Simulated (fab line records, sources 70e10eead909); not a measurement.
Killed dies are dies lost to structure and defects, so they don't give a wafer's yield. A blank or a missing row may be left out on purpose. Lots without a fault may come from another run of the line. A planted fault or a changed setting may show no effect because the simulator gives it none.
fab line records | flow nand_harc
record lots=12 wafers=36 last_day=33
route steps=1302 shown P_M0@279 P_M1@295
lots that met no fault: from a run of the same line without faults
start_h: hours from the record's first day to the start of the lot's first wafer shown | wait_h: hours since the lot's step before | " the same as in the row above | L1.1+2: a row that stands for several wafers | - no value, or no start given | * or withheld: withheld | < > ~ a bound
route shown NAME@n: a module of which the file shows steps, and the number in the route of the first | usual: mean/standard deviation of fault-free wafers | same: alike in all rows | chamber/n: place in a boat | sites: the reading at each site | _std_site: their standard deviation | _edge_site: outer sites' mean less inner sites' | radius_mm: how far each site lies from the wafer's centre | mask NAME#n: copy n | behind: the tool/chamber that last shaped the wafer | hold: why the lot was held/for how many hours/how that ended | device: the transistor (n, p or np) that didn't switch | end of line: the same wafers' tests at the end of the route | a step without rows: its recipe alone | killed: dies lost to structure and defects at the first sort, not the wafer's yield | map: a wafer's dies, x killed, . not, _ none there
set.NAME: the setting as run; set.NAME@STEP: as run at that earlier step | model.NAME: the simulator's own value behind a step, which no gauge read
steps of the route over a sample of lots; a table a step, a row a wafer
services: from which hour (start_h, from the record's first day; less than 0 if before it) a tool's chamber was out of use, for how many hours, and why
## steps
# step NHARC_P_M0_THK_MEAS_24
# recipe thk_meas_gauge=xrf
# usual thk_nm=117.6/1.9
# columns lot.wafer tool chamber start_h wait_h thk_nm
L408.2 film_metro-02 - 121.27 - 117.9
L408.3 " - " " 122.3
L408.6 " - " " 117.9
L409.3 film_metro-02 - 128.89 - 118.2
L409.4 " - " " 120.5
L409.6 " - " " 119.0
L411.1 film_metro-01 - 151.43 - 117.4
L411.4 " - " " 114.9
L411.5 " - " " 121.1
L413.1 film_metro-02 - 174.12 - 119.0
L413.4 " - " " 117.3
L413.6 " - " " 118.9
L412.1 film_metro-02 - 174.66 - 117.6
L412.3 " - " " 116.4
L412.5 " - " " 118.8
L414.1 film_metro-01 - 192.58 - 119.0
L414.2 " - " " 118.7
L414.5 " - " " 118.0
L415.1 film_metro-02 - 203.71 - 119.1
L415.4 " - " " 115.3
L415.6 " - " " 116.1
L417.2 film_metro-02 - 222.66 - 115.7
L417.3 " - " " 117.8
L417.4 " - " " 115.4
L418.1 film_metro-01 - 230.33 - 116.1
L418.2 " - " " 117.5
L418.6 " - " " 115.8
L422.1 film_metro-01 - 267.86 - 118.7
L422.4 " - " " 115.1
L422.6 " - " " 114.1
L429.2 film_metro-01 - 344.30 - 118.8
L429.5 " - " " 118.0
L429.6 " - " " 120.3
L430.1 film_metro-02 - 355.61 - 115.7
L430.3 " - " " 117.9
L430.6 " - " " 116.7
# step NHARC_P_M1_CD_MEAS_09
# recipe target_cd_nm=130 landing_energy_ev=500
# usual cd_nm=130.2/0.61
# columns lot.wafer tool chamber start_h wait_h cd_nm
L408.2 cd_sem-03 0 122.67 - 131.0
L408.3 " 0 " " 130.6
L408.6 " 0 " " 130.1
L409.3 cd_sem-03 0 130.57 - 130.4
L409.4 " 0 " " 129.5
L409.6 " 0 " " 129.9
L411.1 cd_sem-02 0 152.83 - 130.2
L411.4 " 0 " " 130.6
L411.5 " 0 " " 130.0
L413.1 cd_sem-02 0 175.55 - 130.3
L413.4 " 0 " " 129.1
L413.6 " 0 " " 129.7
L412.1 cd_sem-01 0 176.21 - 130.9
L412.3 " 0 " " 131.2
L412.5 " 0 " " 131.4
L414.1 cd_sem-03 0 194.14 - 130.6
L414.2 " 0 " " 130.2
L414.5 " 0 " " 129.8
L415.1 cd_sem-01 0 205.26 - 129.9
L415.4 " 0 " " 130.4
L415.6 " 0 " " 130.5
L417.2 cd_sem-03 0 224.21 - 130.2
L417.3 " 0 " " 130.8
L417.4 " 0 " " 129.3
L418.1 cd_sem-01 0 231.86 - 129.8
L418.2 " 0 " " 130.6
L418.6 " 0 " " 130.0
L422.1 cd_sem-02 0 269.55 - 130.6
L422.4 " 0 " " 129.8
L422.6 " 0 " " 129.8
L429.2 cd_sem-02 0 345.73 - 130.3
L429.5 " 0 " " 129.5
L429.6 " 0 " " 130.7
L430.1 cd_sem-01 0 357.17 - 131.0
L430.3 " 0 " " 130.4
L430.6 " 0 " " 129.6
# step NHARC_P_M1_CD_MEAS_16
# usual cd_nm=130.3/0.88
# columns lot.wafer tool chamber start_h wait_h cd_nm
L408.2 cd_sem-03 - 123.16 - 131.2
L408.3 " - " " 130.2
L408.6 " - " " 129.7
L409.3 cd_sem-02 - 131.06 - 130.1
L409.4 " - " " 131.2
L409.6 " - " " 130.4
L411.1 cd_sem-03 - 153.32 - 130.9
L411.4 " - " " 130.1
L411.5 " - " " 130.2
L413.1 cd_sem-02 - 176.05 - 130.3
L413.4 " - " " 129.2
L413.6 " - " " 130.5
L412.1 cd_sem-02 - 176.70 - 130.8
L412.3 " - " " 130.6
L412.5 " - " " 131.2
L414.1 cd_sem-02 - 194.63 - 130.2
L414.2 " - " " 129.9
L414.5 " - " " 130.5
L415.1 cd_sem-02 - 205.75 - 129.9
L415.4 " - " " 131.1
L415.6 " - " " 130.7
L417.2 cd_sem-02 - 224.70 - 129.9
L417.3 " - " " 130.5
L417.4 " - " " 128.4
L418.1 cd_sem-03 - 232.35 - 128.7
L418.2 " - " " 129.1
L418.6 " - " " 129.0
L422.1 cd_sem-03 - 270.03 - 131.3
L422.4 " - " " 130.8
L422.6 " - " " 130.1
L429.2 cd_sem-01 - 346.22 - 130.6
L429.5 " - " " 129.4
L429.6 " - " " 130.1
L430.1 cd_sem-01 - 357.67 - 130.3
L430.3 " - " " 130.8
L430.6 " - " " 129.3
# step NHARC_P_M1_ETCH_28
# recipe target_depth_a=300 over_etch_frac=0.3 time_s=72.99 ion_energy_ev=150 cf4_flow_sccm=50 n2_flow_sccm=100 ar_flow_sccm=150 rf_w=300 bias_w=100 chemistry=CF4/N2
# usual chamber_pressure_mTorr=30.000/0.025 drypump_motor_current_A=5.9/0.32 oes_product_au=1.000/0.012 rf_vpp_V=314.8/2.3 showerhead_plenum_p_Torr=2.67/0.12 throttle_valve_pct=19.795/0.0096
# columns lot.wafer tool chamber start_h wait_h chamber_pressure_mTorr drypump_motor_current_A oes_product_au rf_hours_counter_h rf_vpp_V showerhead_plenum_p_Torr throttle_valve_pct
L408.3 rie_diel-09 3 123.49 - 30.005 6.1 1.006 8 318.9 2.82 19.804
L408.2 " 0 " " 29.979 5.4 0.990 9 314.2 2.63 19.796
L408.6 " 1 " " 29.976 5.8 1.002 - 315.1 2.74 19.817
L409.3 rie_diel-09 0 131.37 - 29.997 5.4 0.983 9 314.2 2.63 19.786
L409.4 " 3 " " 29.985 6.1 1.009 8 317.4 2.82 19.798
L409.6 " 1 " " 29.972 5.8 1.003 - 316.6 2.74 19.802
L411.1 rie_diel-09 0 153.64 - 29.976 5.5 1.004 0 313.1 2.63 19.807
L411.4 " 2 " " 29.985 6.1 1.004 0 316.9 2.75 19.789
L411.5 " 0 " " 30.059 5.5 1.008 - 312.8 2.63 19.791
L413.4 rie_diel-06 1 176.36 - 29.977 5.9 1.004 4 311.2 2.51 19.784
L413.1 " 3 " " 30.002 6.1 1.006 3 312.1 2.46 19.784
L413.6 " 2 " " 30.031 5.8 1.002 - 315.7 2.74 19.791
L412.3 rie_diel-09 0 177.03 - 29.966 5.5 0.991 2 314.8 2.63 19.800
L412.1 " 1 " " 30.008 5.8 0.990 2 315.8 2.74 19.805
L412.5 " 0 " " 30.004 5.5 0.997 - 313.4 2.63 19.809
L414.1 rie_diel-09 2 194.94 - 29.979 6.1 1.005 3 316.4 2.75 19.797
L414.2 " 1 " " 30.013 5.8 0.998 3 316.4 2.74 19.808
L414.5 " 2 " " 30.051 6.1 0.995 - 316.9 2.75 19.798
L415.4 rie_diel-06 1 206.07 - 30.033 5.9 1.001 7 312.3 2.51 19.816
L415.1 " 0 " " 29.967 6.4 1.006 5 310.3 2.48 19.792
L415.6 " 2 " " 29.985 5.8 1.010 - 315.3 2.73 19.799
L417.3 rie_diel-09 1 225.01 - 30.038 5.8 0.979 4 314.4 2.73 19.799
L417.4 " 3 " " 30.020 6.1 1.020 5 317.8 2.82 19.791
L417.2 " 0 " " 30.001 5.4 0.994 5 313.1 2.63 19.800
L418.2 rie_diel-09 3 232.67 - 30.007 6.1 1.024 5 318.9 2.82 19.800
L418.1 " 2 " " 30.022 6.1 0.994 5 317.0 2.75 19.789
L418.6 " 3 " " 30.006 6.1 1.016 - 315.7 2.82 19.799
L422.1 rie_diel-06 1 270.36 - 30.028 5.9 0.985 13 312.6 2.50 19.794
L422.4 " 3 " " 29.911 6.1 1.001 12 311.3 2.46 19.794
L422.6 " 1 " " 29.994 5.9 0.971 - 311.4 2.50 19.778
L429.2 rie_diel-09 1 346.55 - 30.030 5.8 0.998 1 315.2 2.73 19.798
L429.5 " 2 " " 30.009 6.1 0.866 - 314.1 2.75 19.803
L429.6 " 3 " " 29.968 6.1 1.006 - 318.6 2.82 19.804
L430.1 rie_diel-09 0 357.99 - 30.000 5.4 0.874 1 314.9 2.63 19.800
L430.3 " 2 " " 29.972 6.1 0.995 2 316.4 2.75 19.794
L430.6 " 3 " " 29.971 6.1 1.010 - 317.9 2.82 19.795
## services
# columns tool chamber start_h hours kind
rie_diel-09 1 112.02 9.1 repair
rie_diel-09 0 122.19 - clean
rie_diel-09 1 122.19 - clean
rie_diel-09 2 122.19 - clean
rie_diel-09 3 122.19 - clean
rie_diel-06 - 130.23 9.0 pm
rie_diel-06 3 139.39 8.4 repair
rie_diel-09 - 143.12 9.0 pm
rie_diel-09 0 143.12 9.0 vent_cycle
rie_diel-09 1 143.12 9.0 vent_cycle
rie_diel-09 2 143.12 9.0 vent_cycle
rie_diel-09 3 143.12 9.0 vent_cycle
rie_diel-09 0 152.12 - clean
rie_diel-09 1 152.12 - clean
rie_diel-09 2 152.12 - clean
rie_diel-09 3 152.12 - clean
rie_diel-06 0 167.20 8.6 repair
rie_diel-09 0 176.62 - clean
rie_diel-09 1 176.62 - clean
rie_diel-09 0 260.17 12.0 repair
rie_diel-09 - 264.26 0.6 repair
rie_diel-09 - 272.91 0.9 repair
rie_diel-06 - 307.23 9.0 pm
rie_diel-09 - 320.12 9.0 pm
## key
first_sign step=NHARC_P_M1_ETCH_28 reading=oes_product_au direction=down sigmas=11 usual=1.000 struck=0.870
effect none on later readings
met_at NHARC_P_M1_ETCH_28
struck_lots L429,L430
struck_wafers L429.5,L430.1
not_acting_at NHARC_P_M0_THK_MEAS_24,NHARC_P_M1_CD_MEAS_09,NHARC_P_M1_CD_MEAS_16
onset_between 232.67 346.55
fault kind=process_parameter_drift tool=rie_diel-09 chamber=- onset_h=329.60 steps=NHARC_P_M1_ETCH_28 channel=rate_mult offset=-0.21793 shape=step end_h=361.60 scope=struck_wafers_only
